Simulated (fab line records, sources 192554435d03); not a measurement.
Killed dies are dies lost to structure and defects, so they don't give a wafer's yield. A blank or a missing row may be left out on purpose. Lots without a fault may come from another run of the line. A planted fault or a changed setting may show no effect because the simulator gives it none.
fab line records | flow n5_finfet
record lots=24 wafers=72 last_day=20
route steps=1938 shown BEOL_M3@946
lots that met no fault: from a run of the same line without faults
start_h: hours from the record's first day to the start of the lot's first wafer shown | wait_h: hours since the lot's step before | " the same as in the row above | L1.1+2: a row that stands for several wafers | - no value, or no start given | * or withheld: withheld | < > ~ a bound
route shown NAME@n: a module of which the file shows steps, and the number in the route of the first | usual: mean/standard deviation of fault-free wafers | same: alike in all rows | chamber/n: place in a boat | sites: the reading at each site | _std_site: their standard deviation | _edge_site: outer sites' mean less inner sites' | radius_mm: how far each site lies from the wafer's centre | mask NAME#n: copy n | behind: the tool/chamber that last shaped the wafer | hold: why the lot was held/for how many hours/how that ended | device: the transistor (n, p or np) that didn't switch | end of line: the same wafers' tests at the end of the route | a step without rows: its recipe alone | killed: dies lost to structure and defects at the first sort, not the wafer's yield | map: a wafer's dies, x killed, . not, _ none there
set.NAME: the setting as run; set.NAME@STEP: as run at that earlier step | model.NAME: the simulator's own value behind a step, which no gauge read
steps of the route over a sample of lots; a table a step, a row a wafer
services: from which hour (start_h, from the record's first day; less than 0 if before it) a tool's chamber was out of use, for how many hours, and why
## steps
# step N5_BEOL_M3_INSPECT_13
# recipe mode=adi inspect_instrument=brightfield
# usual raw_defect_count=418/100
# columns lot.wafer tool chamber start_h wait_h raw_defect_count
L075.2 defect_inspect-02 - 143.89 0.0 544
L075.5 " - " " 493
L075.6 " - " " 450
L074.2 defect_inspect-02 - 153.40 0.0 584
L074.4 " - " " 524
L074.6 " - " " 557
L076.2 defect_inspect-02 - 159.48 0.0 511
L076.3 " - " " 383
L076.4 " - " " 504
L077.2 defect_inspect-01 - 160.50 0.0 512
L077.4 " - " " 491
L077.5 " - " " 333
L078.1 defect_inspect-01 - 169.44 0.1 365
L078.2 " - " " 430
L078.6 " - " " 265
L079.2 defect_inspect-02 - 177.44 0.0 387
L079.3 " - " " 288
L079.4 " - " " 435
L080.1 defect_inspect-02 - 177.79 0.1 536
L080.3 " - " " 551
L080.4 " - " " 493
L081.3 defect_inspect-01 - 185.56 0.0 355
L081.5 " - " " 481
L081.6 " - " " 455
L082.1 defect_inspect-02 - 195.70 0.1 470
L082.3 " - " " 665
L082.5 " - " " 536
L083.3 defect_inspect-02 - 201.45 0.0 262
L083.4 " - " " 232
L083.5 " - " " 344
L084.2 defect_inspect-02 - 208.55 0.0 315
L084.5 " - " " 221
L084.6 " - " " 320
L085.1 defect_inspect-02 - 212.01 0.1 291
L085.3 " - " " 299
L085.6 " - " " 345
L087.1 defect_inspect-02 - 267.43 0.1 480
L087.2 " - " " 365
L087.5 " - " " 542
L088.1 defect_inspect-02 - 272.65 0.1 411
L088.2 " - " " 549
L088.4 " - " " 622
L086.1 defect_inspect-02 - 272.88 0.1 358
L086.5 " - " " 402
L086.6 " - " " 357
L095.3 defect_inspect-01 - 274.91 0.0 341
L095.5 " - " " 276
L095.6 " - " " 353
L096.1 defect_inspect-01 - 275.73 0.1 397
L096.5 " - " " 382
L096.6 " - " " 385
L089.3 defect_inspect-02 - 278.31 0.0 507
L089.4 " - " " 373
L089.6 " - " " 376
L091.3 defect_inspect-01 - 278.53 0.0 367
L091.5 " - " " 345
L091.6 " - " " 284
L093.3 defect_inspect-01 - 279.11 0.0 362
L093.4 " - " " 350
L093.6 " - " " 454
L094.1 defect_inspect-01 - 281.17 0.1 380
L094.4 " - " " 415
L094.5 " - " " 467
L090.2 defect_inspect-01 - 281.39 0.0 395
L090.4 " - " " 367
L090.5 " - " " 346
L092.1 defect_inspect-02 - 281.78 0.1 684
L092.3 " - " " 603
L092.5 " - " " 490
L097.4 defect_inspect-01 - 284.32 0.0 485
L097.5 " - " " 482
L097.6 " - " " 596
# step N5_BEOL_M3_ETCH_63
# recipe chemistry=CF4 target=SiARC target_depth_a=156 mask_material=CAR-EUV time_s=26 ion_energy_ev=80 pressure_mtorr=40 source_w=545 bias_w=36 Ar_flow_sccm=100 cf4_flow_sccm=100 ends=cleared
# usual drypump_motor_current_A=5.8/0.38 etch_rf_on_time_s=26.0/0.45 oes_product_au=0.67/0.073 rf_vpp_V=184.0/1.1 showerhead_plenum_p_Torr=2.13/0.06 throttle_valve_pct=15.61/0.2
# columns lot.wafer tool chamber start_h wait_h drypump_motor_current_A etch_rf_on_time_s oes_product_au rf_hours_counter_h rf_vpp_V showerhead_plenum_p_Torr throttle_valve_pct
L075.2 rie_diel-02 1 143.97 0.0 6.4 25.8 0.61 180 184.0 2.13 15.48
L075.5 " 3 " " 5.5 26.0 0.78 - 185.0 2.28 15.38
L075.6 " 0 " " 6.3 25.6 0.63 - 185.3 2.12 15.62
L074.2 rie_diel-04 2 153.49 0.0 6.0 26.2 0.61 213 183.5 2.13 15.56
L074.4 " 3 " " 6.0 25.9 0.76 36 183.4 2.09 15.34
L074.6 " 1 " " 5.4 25.4 0.70 - 185.0 2.08 15.63
L076.2 rie_diel-02 3 159.58 0.0 5.5 26.3 0.77 19 185.9 2.27 15.40
L076.3 " 0 " " 6.3 25.7 0.62 177 183.7 2.12 15.63
L076.4 " 0 " " 6.3 25.5 0.62 - 184.1 2.12 15.61
L077.2 rie_diel-02 3 160.59 0.0 5.5 26.0 0.77 20 185.7 2.27 15.39
L077.4 " 0 " " 6.3 25.3 0.64 - 184.2 2.12 15.63
L077.5 " 2 " " 6.4 26.4 0.74 - 185.1 2.17 15.28
L078.1 rie_diel-04 3 169.52 0.0 6.0 25.7 0.78 40 183.2 2.09 15.33
L078.2 " 0 " " 5.5 26.0 0.62 193 183.6 2.12 15.68
L078.6 " 0 " " 5.5 25.6 0.62 - 184.9 2.12 15.67
L079.2 rie_diel-03 1 177.94 0.0 5.2 25.9 0.82 2 183.9 2.20 15.56
L079.3 " 2 " " 5.7 26.9 0.58 236 182.4 2.13 16.09
L079.4 " 0 " " 5.5 25.7 0.63 173 184.3 2.06 15.90
L080.1 rie_diel-03 1 178.17 0.0 5.2 25.5 0.83 2 185.4 2.20 15.56
L080.3 " 0 " " 5.5 25.5 0.63 173 183.8 2.05 15.90
L080.4 " 3 " " 5.7 27.0 0.57 247 185.4 2.20 15.91
L081.3 rie_diel-04 2 185.64 0.0 6.0 26.2 0.61 221 184.8 2.13 15.58
L081.5 " 0 " " 5.5 25.6 0.62 - 185.8 2.12 15.70
L081.6 " 1 " " 5.4 25.3 0.69 - 184.2 2.07 15.64
L082.1 rie_diel-03 0 195.91 0.0 5.5 26.0 0.62 180 183.5 2.05 15.93
L082.3 " 2 " " 5.7 26.7 0.58 243 183.5 2.13 16.09
L082.5 " 0 " " 5.5 26.2 0.62 - 182.5 2.05 15.92
L083.3 rie_diel-04 1 201.75 0.0 5.4 25.3 0.69 92 183.4 2.07 15.65
L083.4 " 3 " " 6.1 25.9 0.76 49 185.1 2.08 15.33
L083.5 " 1 " " 5.4 25.5 0.68 - 181.2 2.07 15.65
L084.2 rie_diel-04 0 208.92 0.0 5.5 25.9 0.61 205 183.9 2.12 15.70
L084.5 " 0 " " 5.5 25.7 0.61 - 183.5 2.12 15.69
L084.6 " 3 " " 6.1 26.0 0.75 - 184.1 2.08 15.35
L085.1 rie_diel-02 3 212.44 0.0 5.5 26.2 0.72 36 185.7 2.27 15.43
L085.3 " 2 " " 6.4 26.5 0.72 48 184.8 2.17 15.33
L085.6 " 0 " " 6.3 25.7 0.62 - 183.4 2.12 15.66
L087.1 rie_diel-04 2 267.52 0.0 6.0 26.5 0.59 247 183.1 2.12 15.63
L087.2 " 1 " " 5.4 25.5 0.67 114 182.2 2.06 15.70
L087.5 " 1 " " 5.4 25.6 0.66 - 184.2 2.06 15.70
L088.1 rie_diel-03 2 272.74 0.0 5.7 25.7 0.82 5 181.8 2.12 15.60
L088.2 " 3 " " 5.7 26.9 0.74 25 185.4 2.19 15.47
L088.4 " 0 " " 5.5 26.2 0.60 208 182.9 2.04 15.97
L086.1 rie_diel-04 3 272.97 0.0 6.0 25.6 0.74 69 183.4 2.08 15.39
L086.5 " 2 " " 6.0 26.7 0.59 - 184.7 2.12 15.62
L086.6 " 3 " " 6.1 25.7 0.74 - 183.9 2.08 15.39
L095.3 rie_diel-03 0 275.00 0.0 5.5 25.5 0.61 209 182.9 2.04 15.97
L095.5 " 2 " " 5.7 25.6 0.82 - 184.6 2.12 15.61
L095.6 " 1 " " 5.2 26.2 0.73 - 185.7 2.18 15.64
L096.1 rie_diel-02 1 275.88 0.0 6.4 26.0 0.59 215 184.6 2.12 15.56
L096.5 " 3 " " 5.6 26.0 0.71 - 185.7 2.26 15.46
L096.6 " 0 " " 6.3 25.7 0.60 - 183.3 2.11 15.69
L089.3 rie_diel-02 3 278.39 0.0 5.5 26.0 0.71 58 186.1 2.26 15.46
L089.4 " 2 " " 6.4 26.5 0.69 70 184.7 2.16 15.37
L089.6 " 2 " " 6.3 26.4 0.69 - 183.3 2.16 15.37
L091.3 rie_diel-03 3 278.62 0.0 5.7 26.6 0.74 27 184.8 2.18 15.50
L091.5 " 0 " " 5.5 25.5 0.61 - 183.2 2.04 15.97
L091.6 " 3 " " 5.6 26.2 0.74 - 183.2 2.19 15.48
L093.3 rie_diel-02 2 279.19 0.0 6.4 26.6 0.69 70 183.5 2.16 15.35
L093.4 " 1 " " 6.4 25.9 0.60 217 183.3 2.12 15.56
L093.6 " 2 " " 6.4 26.5 0.69 - 184.4 2.16 15.36
L094.1 rie_diel-04 0 281.26 0.0 5.5 25.8 0.60 231 182.1 2.11 15.76
L094.4 " 0 " " 5.5 25.9 0.60 - 184.0 2.11 15.75
L094.5 " 1 " " 5.4 25.7 0.66 - 183.2 2.06 15.71
L090.2 rie_diel-03 3 281.47 0.0 5.7 26.5 0.75 27 185.6 2.18 15.47
L090.4 " 2 " " 5.7 25.5 0.82 7 182.1 2.12 15.61
L090.5 " 1 " " 5.2 26.0 0.74 - 184.4 2.18 15.64
L092.1 rie_diel-04 1 281.87 0.0 5.4 25.5 0.67 119 184.4 2.06 15.72
L092.3 " 3 " " 6.1 26.0 0.72 73 182.5 2.08 15.39
L092.5 " 3 " " 6.1 25.9 0.73 - 182.5 2.08 15.39
L097.4 rie_diel-02 0 284.44 0.0 6.3 25.8 0.60 217 183.3 2.11 15.71
L097.5 " 1 " " 6.4 25.7 0.60 - 183.4 2.12 15.56
L097.6 " 0 " " 6.3 25.7 0.61 - 183.4 2.11 15.71
# step N5_BEOL_M3_STRIP_36
# recipe chemistry=N2/H2 power_w=450 temp_c=40 pressure_mtorr=20 rf_frequency_hz=6e+07 overash_fraction=0.3 bias_power_w=7 h2_frac=0.5 n2_flow_sccm=200 h2_flow_sccm=200
# usual bias_power_w=6.999/0.02 drypump_motor_current_A=5.8/0.4 oes_product_au=0.80/0.09 rf_vpp_V=59.0/1.5 showerhead_plenum_p_Torr=2.53/0.075 throttle_valve_pct=23.59/0.27
# columns lot.wafer tool chamber start_h wait_h bias_power_w drypump_motor_current_A oes_product_au rf_hours_counter_h rf_vpp_V showerhead_plenum_p_Torr throttle_valve_pct
L075.2 rie_diel-02 3 151.78 0.0 7.011 5.5 0.91 17 59.1 2.69 23.35
L075.5 " 0 " " 6.988 6.3 0.72 - 58.2 2.52 23.39
L075.6 " 3 " " 7.006 5.5 0.91 - 60.6 2.69 23.37
L074.2 rie_diel-02 2 155.86 0.0 6.989 6.3 0.88 28 57.4 2.58 23.23
L074.4 " 3 " " 7.023 5.6 0.91 18 57.9 2.69 23.37
L074.6 " 0 " " 7.026 6.3 0.71 - 60.4 2.52 23.42
L076.2 rie_diel-02 2 167.00 0.0 6.961 6.3 0.88 33 59.4 2.58 23.24
L076.3 " 3 " " 6.989 5.5 0.90 23 58.2 2.68 23.38
L076.4 " 3 " " 7.002 5.5 0.91 - 60.7 2.68 23.37
L077.2 rie_diel-02 0 171.93 0.0 7.013 6.3 0.72 183 60.4 2.51 23.40
L077.4 " 0 " " 7.012 6.3 0.71 - 56.1 2.51 23.40
L077.5 " 2 " " 6.995 6.4 0.87 - 59.6 2.58 23.27
L078.1 rie_diel-02 2 177.36 0.0 7.029 6.4 0.87 37 55.5 2.58 23.25
L078.2 " 0 " " 7.006 6.3 0.72 184 57.7 2.51 23.40
L078.6 " 3 " " 6.975 5.5 0.88 - 60.2 2.68 23.40
L079.2 rie_diel-04 2 181.19 0.0 7.010 6.0 0.70 220 59.2 2.50 23.49
L079.3 " 0 " " 6.994 5.6 0.71 196 59.5 2.54 24.05
L079.4 " 1 " " 7.031 5.4 0.81 86 58.4 2.45 23.76
L080.1 rie_diel-03 0 183.92 0.0 6.982 5.5 0.74 176 57.3 2.43 24.07
L080.3 " 2 " " 7.028 5.7 0.69 238 59.1 2.50 24.15
L080.4 " 3 " " 7.019 5.7 0.69 250 59.8 2.61 23.59
L081.3 rie_diel-04 1 187.43 0.0 7.005 5.4 0.81 88 60.2 2.45 23.78
L081.5 " 2 " " 7.008 6.0 0.71 - 60.6 2.50 23.52
L081.6 " 1 " " 6.977 5.4 0.81 - 58.1 2.45 23.77
L082.1 rie_diel-03 0 200.59 0.0 6.984 5.5 0.72 181 57.1 2.43 24.06
L082.3 " 3 " " 6.972 5.7 0.98 0 57.5 2.61 23.32
L082.5 " 1 " " 6.994 5.2 0.93 - 57.0 2.59 23.53
L083.3 rie_diel-04 3 203.26 0.0 6.972 6.1 0.88 50 56.4 2.48 23.51
L083.4 " 0 " " 6.979 5.6 0.71 203 59.6 2.53 24.05
L083.5 " 0 " " 6.984 5.5 0.71 - 59.7 2.53 24.06
L084.2 rie_diel-03 3 212.32 0.0 6.983 5.7 0.97 2 61.9 2.61 23.33
L084.5 " 3 " " 7.009 5.7 0.96 - 59.2 2.61 23.33
L084.6 " 0 " " 6.955 5.5 0.73 - 59.5 2.42 24.08
L085.1 rie_diel-04 3 214.98 0.0 7.027 6.1 0.89 52 58.3 2.48 23.51
L085.3 " 1 " " 7.024 5.4 0.80 95 58.8 2.45 23.78
L085.6 " 1 " " 7.006 5.4 0.80 - 59.1 2.45 23.79
L087.1 rie_diel-02 0 268.98 0.0 7.012 6.3 0.68 213 58.7 2.50 23.43
L087.2 " 1 " " 7.003 6.4 0.71 214 60.5 2.51 23.53
L087.5 " 0 " " 6.969 6.3 0.68 - 59.7 2.50 23.43
L088.1 rie_diel-03 3 277.55 0.0 6.987 5.7 0.90 27 56.8 2.60 23.35
L088.2 " 2 " " 7.037 5.7 0.94 6 59.3 2.49 23.72
L088.4 " 1 " " 7.031 5.2 0.86 38 59.0 2.58 23.58
L086.1 rie_diel-04 0 277.56 0.0 7.012 5.5 0.69 229 57.6 2.52 24.10
L086.5 " 3 " " 7.018 6.1 0.86 - 60.9 2.47 23.57
L086.6 " 1 " " 6.961 5.4 0.77 - 59.5 2.44 23.80
L089.3 rie_diel-02 3 281.92 0.0 7.007 5.5 0.86 59 59.7 2.67 23.41
L089.4 " 0 " " 6.969 6.3 0.69 216 61.2 2.50 23.42
L089.6 " 0 " " 6.977 6.3 0.69 - 62.2 2.50 23.45
L091.3 rie_diel-02 2 283.50 0.0 6.976 6.3 0.81 72 59.9 2.56 23.30
L091.5 " 3 " " 6.992 5.5 0.84 - 60.0 2.67 23.42
L091.6 " 2 " " 7.013 6.3 0.82 - 58.5 2.56 23.31
L095.3 rie_diel-03 3 283.56 0.0 7.019 5.7 0.87 28 60.6 2.60 23.35
L095.5 " 2 " " 7.017 5.7 0.92 - 58.7 2.49 23.74
L095.6 " 3 " " 7.033 5.7 0.89 - 59.6 2.60 23.38
L096.1 rie_diel-04 1 283.74 0.0 7.017 5.4 0.78 120 59.2 2.44 23.81
L096.5 " 1 " " 7.027 5.4 0.77 - 57.5 2.44 23.80
L096.6 " 3 " " 7.004 6.1 0.84 - 57.2 2.47 23.54
L093.3 rie_diel-04 3 286.53 0.0 7.009 6.1 0.84 74 59.2 2.47 23.54
L093.4 " 1 " " 6.987 5.4 0.76 - 59.5 2.44 23.79
L093.6 " 0 " " 7.014 5.5 0.68 - 59.2 2.52 24.10
L090.2 rie_diel-02 0 287.86 0.0 6.975 6.3 0.69 217 58.2 2.50 23.43
L090.4 " 1 " " 6.985 6.5 0.70 219 57.9 2.51 23.50
L090.5 " 2 " " 7.015 6.3 0.82 - 59.1 2.56 23.33
L094.1 rie_diel-03 1 287.93 0.0 7.004 5.2 0.88 41 60.3 2.58 23.59
L094.4 " 2 " " 7.018 5.7 0.95 9 57.4 2.49 23.72
L094.5 " 3 " " 7.017 5.7 0.86 - 56.6 2.60 23.40
L092.1 rie_diel-03 1 288.30 0.0 7.003 5.2 0.87 41 59.9 2.58 23.56
L092.3 " 3 " " 7.005 5.7 0.89 30 61.2 2.60 23.37
L092.5 " 0 " " 7.007 5.5 0.70 - 59.3 2.41 24.10
L097.4 rie_diel-02 2 293.50 0.0 6.980 6.4 0.81 74 57.1 2.56 23.31
L097.5 " 1 " " 6.988 6.4 0.71 - 60.0 2.51 23.53
L097.6 " 2 " " 6.969 6.4 0.82 - 56.3 2.56 23.31
# step N5_BEOL_M3_STRIP_97
# recipe chemistry=N2/H2 time_s=10 power_w=450 temp_c=40 pressure_mtorr=20 rf_frequency_hz=6e+07 bias_power_w=7 n2_flow_sccm=200 h2_flow_sccm=200
# usual bias_power_w=6.999/0.02 drypump_motor_current_A=5.8/0.4 oes_product_au=0.80/0.09 rf_vpp_V=59.1/0.87 showerhead_plenum_p_Torr=2.53/0.075 throttle_valve_pct=23.59/0.27
# columns lot.wafer tool chamber start_h wait_h bias_power_w drypump_motor_current_A oes_product_au rf_hours_counter_h rf_vpp_V showerhead_plenum_p_Torr throttle_valve_pct
L075.2 rie_diel-02 3 - - 7.012 5.5 0.92 17 61.1 2.69 23.38
L075.5 " 0 " " 7.004 6.3 0.72 - 58.6 2.52 23.40
L075.6 " 3 " " 7.004 5.5 0.92 - 59.8 2.69 23.37
L074.2 rie_diel-02 2 - - 6.993 6.4 0.88 28 60.3 2.58 23.26
L074.4 " 3 " " 7.007 5.5 0.91 18 60.8 2.69 23.37
L074.6 " 0 " " 7.018 6.3 0.72 - 60.0 2.52 23.40
L076.2 rie_diel-02 2 - - 6.990 6.4 0.87 33 59.1 2.58 23.25
L076.3 " 3 " " 7.023 5.5 0.90 23 60.4 2.68 23.38
L076.4 " 3 " " 7.023 5.5 0.91 - 61.4 2.68 23.38
L077.2 rie_diel-02 0 - - 7.028 6.3 0.71 183 60.1 2.51 23.39
L077.4 " 0 " " 7.021 6.3 0.71 - 58.4 2.51 23.40
L077.5 " 2 " " 7.003 6.4 0.88 - 59.7 2.58 23.27
L078.1 rie_diel-02 2 - - 6.995 6.3 0.86 37 58.5 2.58 23.27
L078.2 " 0 " " 6.968 6.3 0.71 184 59.9 2.51 23.41
L078.6 " 3 " " 6.990 5.5 0.90 - 59.5 2.68 23.38
L079.2 rie_diel-04 2 - - 7.018 6.0 0.70 220 60.0 2.50 23.50
L079.3 " 0 " " 7.036 5.5 0.71 196 58.1 2.54 24.05
L079.4 " 1 " " 6.982 5.4 0.80 86 58.0 2.45 23.76
L080.1 rie_diel-03 0 - - 6.989 5.5 0.73 176 58.4 2.43 24.05
L080.3 " 2 " " 7.009 5.7 0.68 238 58.2 2.50 24.12
L080.4 " 3 " " 7.031 5.7 0.68 250 59.6 2.61 23.63
L081.3 rie_diel-04 1 - - 6.978 5.4 0.81 88 58.1 2.45 23.77
L081.5 " 2 " " 6.970 6.0 0.70 - 58.2 2.50 23.49
L081.6 " 1 " " 6.962 5.4 0.81 - 60.9 2.45 23.78
L082.1 rie_diel-03 0 - - 7.007 5.5 0.73 181 58.9 2.43 24.05
L082.3 " 3 " " 6.958 5.7 0.97 0 59.0 2.61 23.31
L082.5 " 1 " " 7.000 5.2 0.94 - 60.6 2.59 23.53
L083.3 rie_diel-04 3 - - 7.040 6.1 0.89 50 59.1 2.48 23.52
L083.4 " 0 " " 6.999 5.5 0.70 203 57.7 2.53 24.07
L083.5 " 0 " " 7.004 5.5 0.71 - 59.6 2.53 24.05
L084.2 rie_diel-03 3 - - 7.036 5.7 0.95 2 59.5 2.61 23.33
L084.5 " 3 " " 7.011 5.7 0.97 - 59.6 2.61 23.33
L084.6 " 0 " " 7.029 5.4 0.73 - 58.8 2.42 24.06
L085.1 rie_diel-04 3 - - 6.995 6.1 0.89 52 58.4 2.48 23.52
L085.3 " 1 " " 6.984 5.4 0.79 96 59.7 2.45 23.78
L085.6 " 1 " " 7.021 5.4 0.80 - 57.2 2.45 23.78
L087.1 rie_diel-02 0 - - 7.006 6.3 0.69 213 60.1 2.50 23.43
L087.2 " 1 " " 7.036 6.4 0.70 214 58.1 2.51 23.50
L087.5 " 0 " " 6.988 6.3 0.69 - 60.4 2.50 23.43
L088.1 rie_diel-03 3 - - 6.984 5.7 0.88 27 58.2 2.60 23.36
L088.2 " 2 " " 6.981 5.7 0.94 7 58.8 2.49 23.71
L088.4 " 1 " " 7.007 5.2 0.87 38 58.0 2.58 23.57
L086.1 rie_diel-04 0 - - 6.992 5.5 0.69 229 59.3 2.52 24.09
L086.5 " 3 " " 6.955 6.1 0.85 - 59.7 2.47 23.54
L086.6 " 1 " " 7.050 5.4 0.77 - 60.1 2.44 23.81
L089.3 rie_diel-02 3 - - 7.035 5.5 0.84 59 59.2 2.67 23.42
L089.4 " 0 " " 6.991 6.3 0.69 216 59.6 2.50 23.45
L089.6 " 0 " " 6.987 6.3 0.69 - 59.7 2.50 23.44
L091.3 rie_diel-02 2 - - 6.979 6.4 0.82 72 57.8 2.56 23.32
L091.5 " 3 " " 6.978 5.5 0.84 - 58.7 2.67 23.43
L091.6 " 2 " " 6.988 6.3 0.82 - 59.7 2.56 23.31
L095.3 rie_diel-03 3 - - 6.966 5.7 0.88 28 59.8 2.60 23.38
L095.5 " 2 " " 6.998 5.7 0.93 - 59.7 2.49 23.74
L095.6 " 3 " " 6.977 5.7 0.88 - 58.9 2.60 23.37
L096.1 rie_diel-04 1 - - 6.976 5.4 0.76 120 58.6 2.44 23.80
L096.5 " 1 " " 6.979 5.4 0.77 - 59.1 2.44 23.80
L096.6 " 3 " " 7.012 6.1 0.85 - 58.9 2.47 23.54
L093.3 rie_diel-04 3 - - 6.989 6.1 0.85 74 59.3 2.47 23.54
L093.4 " 1 " " 6.989 5.4 0.77 - 58.9 2.44 23.81
L093.6 " 0 " " 6.991 5.5 0.69 - 59.2 2.52 24.10
L090.2 rie_diel-02 0 - - 6.969 6.3 0.69 217 60.3 2.50 23.43
L090.4 " 1 " " 6.975 6.4 0.71 219 59.1 2.51 23.52
L090.5 " 2 " " 7.019 6.3 0.81 - 57.4 2.56 23.31
L094.1 rie_diel-03 1 - - 7.025 5.2 0.87 41 59.0 2.58 23.56
L094.4 " 2 " " 6.990 5.7 0.93 9 59.2 2.49 23.71
L094.5 " 3 " " 7.014 5.6 0.88 - 59.2 2.60 23.36
L092.1 rie_diel-03 1 - - 7.016 5.2 0.87 41 59.7 2.58 23.56
L092.3 " 3 " " 6.983 5.7 0.88 30 59.3 2.60 23.37
L092.5 " 0 " " 7.009 5.5 0.71 - 59.9 2.41 24.09
L097.4 rie_diel-02 2 - - 6.976 6.3 0.82 74 59.5 2.56 23.32
L097.5 " 1 " " 6.975 6.4 0.70 - 59.3 2.51 23.52
L097.6 " 2 " " 6.979 6.3 0.82 - 59.3 2.56 23.32
# step N5_BEOL_M3_SPUTTER_92
# recipe material=Cu target_thk_a=45 temp_c=-20 chamber_pressure_pa=0.07 power_w=withheld time_s=8.29
# usual throttle_valve_pct=30.2/1.2
# columns lot.wafer tool chamber start_h wait_h throttle_valve_pct
L075.2 pvd_sputter-02 - 154.64 0.1 30.0
L075.5 " - " " 30.5
L075.6 " - " " 30.1
L074.2 pvd_sputter-01 - 158.64 0.1 31.2
L074.4 " - " " 28.2
L074.6 " - " " 31.4
L076.2 pvd_sputter-01 - 170.55 0.1 31.8
L076.3 " - " " 31.2
L076.4 " - " " 31.5
L077.2 pvd_sputter-02 - 176.67 0.1 27.9
L077.4 " - " " 30.7
L077.5 " - " " 28.1
L078.1 pvd_sputter-03 - 179.79 0.1 30.4
L078.2 " - " " 29.1
L078.6 " - " " 29.6
L079.2 pvd_sputter-01 - 184.05 0.1 31.1
L079.3 " - " " 31.5
L079.4 " - " " 27.8
L080.1 pvd_sputter-02 - 186.61 0.1 30.5
L080.3 " - " " 27.9
L080.4 " - " " 30.1
L081.3 pvd_sputter-01 - 190.24 0.1 31.2
L081.5 " - " " 31.3
L081.6 " - " " 31.7
L082.1 pvd_sputter-03 - 203.05 0.1 30.7
L082.3 " - " " 29.6
L082.5 " - " " 29.3
L083.3 pvd_sputter-03 - 206.28 0.1 29.2
L083.4 " - " " 30.5
L083.5 " - " " 30.1
L084.2 pvd_sputter-03 - 214.89 0.1 30.7
L084.5 " - " " 29.8
L084.6 " - " " 30.9
L085.1 pvd_sputter-01 - 217.64 0.1 28.2
L085.3 " - " " 30.8
L085.6 " - " " 28.1
L087.1 pvd_sputter-01 - 271.66 0.1 31.2
L087.2 " - " " 31.5
L087.5 " - " " 30.9
L088.1 pvd_sputter-02 - 280.66 0.1 27.9
L088.2 " - " " 31.7
L088.4 " - " " 29.7
L086.1 pvd_sputter-01 - 281.92 0.1 31.6
L086.5 " - " " 31.6
L086.6 " - " " 31.2
L089.3 pvd_sputter-01 - 285.84 0.1 31.1
L089.4 " - " " 28.3
L089.6 " - " " 28.4
L091.3 pvd_sputter-02 - 286.22 0.1 30.5
L091.5 " - " " 30.6
L091.6 " - " " 28.1
L095.3 pvd_sputter-03 - 287.68 0.1 30.2
L095.5 " - " " 29.5
L095.6 " - " " 30.5
L096.1 pvd_sputter-01 - 287.68 0.1 31.2
L096.5 " - " " 28.0
L096.6 " - " " 30.7
L093.3 pvd_sputter-03 - 289.70 0.1 30.5
L093.4 " - " " 29.2
L093.6 " - " " 29.0
L090.2 pvd_sputter-01 - 290.45 0.1 31.5
L090.4 " - " " 31.1
L090.5 " - " " 31.3
L094.1 pvd_sputter-03 - 291.54 0.1 29.4
L094.4 " - " " 30.6
L094.5 " - " " 30.8
L092.1 pvd_sputter-02 - 292.78 0.1 30.2
L092.3 " - " " 28.2
L092.5 " - " " 31.5
L097.4 pvd_sputter-03 - 296.28 0.1 30.5
L097.5 " - " " 29.3
L097.6 " - " " 31.1
# step N5_BEOL_M3_ANNEAL_93
# recipe temp_c=400 time_s=240 ambient=vacuum
# usual heater_power_w=856/71
# columns lot.wafer tool chamber start_h wait_h heater_power_w
L075.2 pvd_sputter-02 - 154.72 0.0 802
L075.5 " - " " 838
L075.6 " - " " 810
L074.2 pvd_sputter-01 - 158.72 0.0 874
L074.4 " - " " 742
L074.6 " - " " 930
L076.2 pvd_sputter-01 - 170.63 0.0 937
L076.3 " - " " 864
L076.4 " - " " 939
L077.2 pvd_sputter-02 - 176.75 0.0 883
L077.4 " - " " 875
L077.5 " - " " 916
L078.1 pvd_sputter-03 - 179.87 0.0 796
L078.2 " - " " 943
L078.6 " - " " 897
L079.2 pvd_sputter-01 - 184.13 0.0 854
L079.3 " - " " 941
L079.4 " - " " 733
L080.1 pvd_sputter-02 - 186.69 0.0 861
L080.3 " - " " 894
L080.4 " - " " 789
L081.3 pvd_sputter-01 - 190.32 0.0 860
L081.5 " - " " 882
L081.6 " - " " 945
L082.1 pvd_sputter-03 - 203.13 0.0 935
L082.3 " - " " 897
L082.5 " - " " 916
L083.3 pvd_sputter-03 - 206.37 0.0 925
L083.4 " - " " 761
L083.5 " - " " 782
L084.2 pvd_sputter-03 - 214.98 0.0 956
L084.5 " - " " 939
L084.6 " - " " 931
L085.1 pvd_sputter-01 - 217.72 0.0 748
L085.3 " - " " 894
L085.6 " - " " 732
L087.1 pvd_sputter-01 - 271.74 0.0 875
L087.2 " - " " 963
L087.5 " - " " 857
L088.1 pvd_sputter-02 - 280.74 0.0 904
L088.2 " - " " 777
L088.4 " - " " 810
L086.1 pvd_sputter-01 - 282.00 0.0 923
L086.5 " - " " 927
L086.6 " - " " 851
L089.3 pvd_sputter-01 - 285.92 0.0 880
L089.4 " - " " 721
L089.6 " - " " 743
L091.3 pvd_sputter-02 - 286.30 0.0 844
L091.5 " - " " 877
L091.6 " - " " 867
L095.3 pvd_sputter-03 - 287.76 0.0 768
L095.5 " - " " 924
L095.6 " - " " 782
L096.1 pvd_sputter-01 - 287.76 0.0 861
L096.5 " - " " 741
L096.6 " - " " 816
L093.3 pvd_sputter-03 - 289.78 0.0 769
L093.4 " - " " 929
L093.6 " - " " 912
L090.2 pvd_sputter-01 - 290.53 0.0 950
L090.4 " - " " 868
L090.5 " - " " 860
L094.1 pvd_sputter-03 - 291.62 0.0 912
L094.4 " - " " 957
L094.5 " - " " 922
L092.1 pvd_sputter-02 - 292.86 0.0 810
L092.3 " - " " 862
L092.5 " - " " 781
L097.4 pvd_sputter-03 - 296.36 0.0 791
L097.5 " - " " 895
L097.6 " - " " 945
## services
# columns tool chamber start_h hours kind
rie_diel-03 1 151.97 - clean
rie_diel-03 1 151.97 - consumable_replace:focus_ring
rie_diel-03 1 151.97 16.5 scheduled_down
rie_diel-03 1 151.97 16.5 vent_cycle
rie_diel-02 1 157.61 19.4 repair
rie_diel-04 - 165.30 1.5 repair
rie_diel-03 3 185.10 - clean
rie_diel-03 3 185.10 - consumable_replace:focus_ring
rie_diel-03 3 185.10 14.8 scheduled_down
rie_diel-03 3 185.10 14.8 vent_cycle
rie_diel-03 3 204.86 4.9 repair
rie_diel-03 2 206.36 7.5 repair
rie_diel-03 2 235.29 - clean
rie_diel-03 2 235.29 - consumable_replace:focus_ring
rie_diel-04 2 276.93 - clean
rie_diel-04 2 276.93 - consumable_replace:focus_ring
rie_diel-04 2 276.93 23.6 scheduled_down
rie_diel-04 2 276.93 23.6 vent_cycle
rie_diel-04 - 291.47 14.6 pm
## key
fault none
